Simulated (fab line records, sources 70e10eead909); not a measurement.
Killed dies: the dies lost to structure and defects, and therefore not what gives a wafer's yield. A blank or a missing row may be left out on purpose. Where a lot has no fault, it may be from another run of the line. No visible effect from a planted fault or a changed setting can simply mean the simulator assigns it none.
The tool behind it: which one? ; flow nandHarc ; 39 wafers sampled from 13 lots at 1 step of a route of 1159

WHAT THE GAUGES SHOWED, per wafer
NHARC_A_WL_FILL_INSPECT_15.
lot;measured;on;rawDefectCount
L623;day 15 23:08;defectInspect-01;340 251 325
L625;day 16 06:44;defectInspect-01;480 406 248
L624;day 16 06:45;defectInspect-02;325 290 238
L628;day 16 20:48;defectInspect-02;393 250 315
L626;day 16 20:55;defectInspect-02;566 666 389
L627;day 17 07:08;defectInspect-02;317 425 379
L631;day 17 17:16;defectInspect-02;262 469 252
L633;day 18 09:01;defectInspect-01;289 337 407
L632;day 18 13:21;defectInspect-01;308 388 536
L636;day 18 20:56;defectInspect-01;532 541 421
L637;day 19 12:03;defectInspect-01;324 382 242
L634;day 19 12:07;defectInspect-01;311 443 438
L641;day 20 01:36;defectInspect-02;580 385 389

WHICH TOOL RAN EACH LOT (tool, then ch and the chambers of the sampled wafers, then the start)
Record: no process step prior to these readings.

WHAT THE TOOLS THEMSELVES READ (means of the sampled wafers that have a number; where no wafer has one, the mark that the record gives instead)
The record holds no such reading with a usual standard deviation.

THE ANSWER, worked out from the rows above alone
Rule: usual is defined by the lots themselves. Put in order of their means at a reading, lots are off if they are a third of the lots or fewer, leave a main group of 4 or more, and stand apart from it by a gap of 3 or more times the standard deviation of the main group's means; of several such gaps the widest counts. The tables above print the reading to a certain number of digits; a main group whose means all agree to those digits is not used. A lot without any number at a reading at which 4 lots or more have one is off too. Any other lot the step has rows for is counted as sound. First the gauges in route order, then the tools' own readings, where a lot's mean is used as printed above. At the first step where some lot is off, the reading lying furthest off is the one used; lots without a number count as furthest.
None of the lots is off at any reading shown; this tells nothing.

WHAT THE SIMULATOR HAD INSERTED
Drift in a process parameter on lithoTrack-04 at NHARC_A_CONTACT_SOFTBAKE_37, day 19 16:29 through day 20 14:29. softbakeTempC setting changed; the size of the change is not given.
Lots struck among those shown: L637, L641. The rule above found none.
